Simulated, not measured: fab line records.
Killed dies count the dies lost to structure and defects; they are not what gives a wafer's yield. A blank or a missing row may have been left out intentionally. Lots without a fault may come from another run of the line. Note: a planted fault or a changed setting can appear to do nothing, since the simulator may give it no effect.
Chamber matching    flow n5Finfet    rieDiel-06 running N5_BEOL_M4_DESCUM_33: 4 sister chambers
The step chemistry O2, time 7 s. 16 wafers are shown with their chamber, then 8 later ones without.

## WAFERS, EACH WITH ITS CHAMBER
wafer   chamber  showerheadPlenumPTorr (Torr)  throttleValvePct (%)  oesProductAu (a.u.)
L075.1  2        2.05                          20.22                 0.98
L075.2  3        2.18                          20.57                 0.74
L075.4  1        2.05                          20.41                 0.69
L080.2  2        2.05                          20.23                 0.92
L080.5  3        2.18                          20.58                 0.74
L080.6  2        2.05                          20.24                 0.92
L083.1  0        2.18                          20.58                 0.75
L083.3  1        2.05                          20.44                 0.68
L083.5  3        2.18                          20.61                 0.74
L084.1  3        2.18                          20.58                 0.74
L084.3  2        2.05                          20.26                 0.92
L084.6  0        2.18                          20.57                 0.74
L086.2  3        2.17                          20.63                 0.74
L086.5  1        2.05                          20.45                 0.68
L086.6  2        2.05                          20.26                 0.92
L095.1  3        2.17                          20.64                 0.71

SIGNATURES (averages over the wafers above)
reading                chamber 0  chamber 1  chamber 2  chamber 3  scatter within a chamber
showerheadPlenumPTorr  2.1800     2.0500     2.0500     2.1767     0.00333
throttleValvePct       20.5750    20.4333    20.2420    20.6017    0.0232
oesProductAu           0.7450     0.6833     0.9320     0.7350     0.0177
Rule: a wafer's distance from a chamber is the root of the sum, over the readings, of the square of ((its reading less the chamber's mean) divided by the reading's scatter). The wafer belongs to the nearest chamber; if the next one is less than 2 further off, it can't be placed. The scatter: the root of (the sum of the squares of (reading less its chamber's mean) over the shown wafers, divided by (wafers less chambers)).

## WAFERS WITHOUT THEIR CHAMBER
wafer   showerheadPlenumPTorr (Torr)  throttleValvePct (%)  oesProductAu (a.u.)
L095.2  2.16                          20.60                 0.72
L095.3  2.04                          20.30                 0.87
L095.4  2.04                          20.30                 0.86
L095.5  2.17                          20.65                 0.71
L095.6  2.16                          20.63                 0.72
L096.2  2.16                          20.62                 0.71
L096.4  2.17                          20.66                 0.71
L096.6  2.04                          20.29                 0.87

## CHAMBER TAKEN BY EACH
wafer   from the rows above      in truth
L095.2  can't be placed: 3 or 0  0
L095.3  2                        2
L095.4  2                        2
L095.5  can't be placed: 3 or 0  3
L095.6  can't be placed: 3 or 0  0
L096.2  can't be placed: 3 or 0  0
L096.4  can't be placed: 3 or 0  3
L096.6  2                        2
3 of 8 placed correctly. Cannot be placed on the basis of these rows: 5; the candidates contain the true chamber in 5. Number placed wrongly: 0.
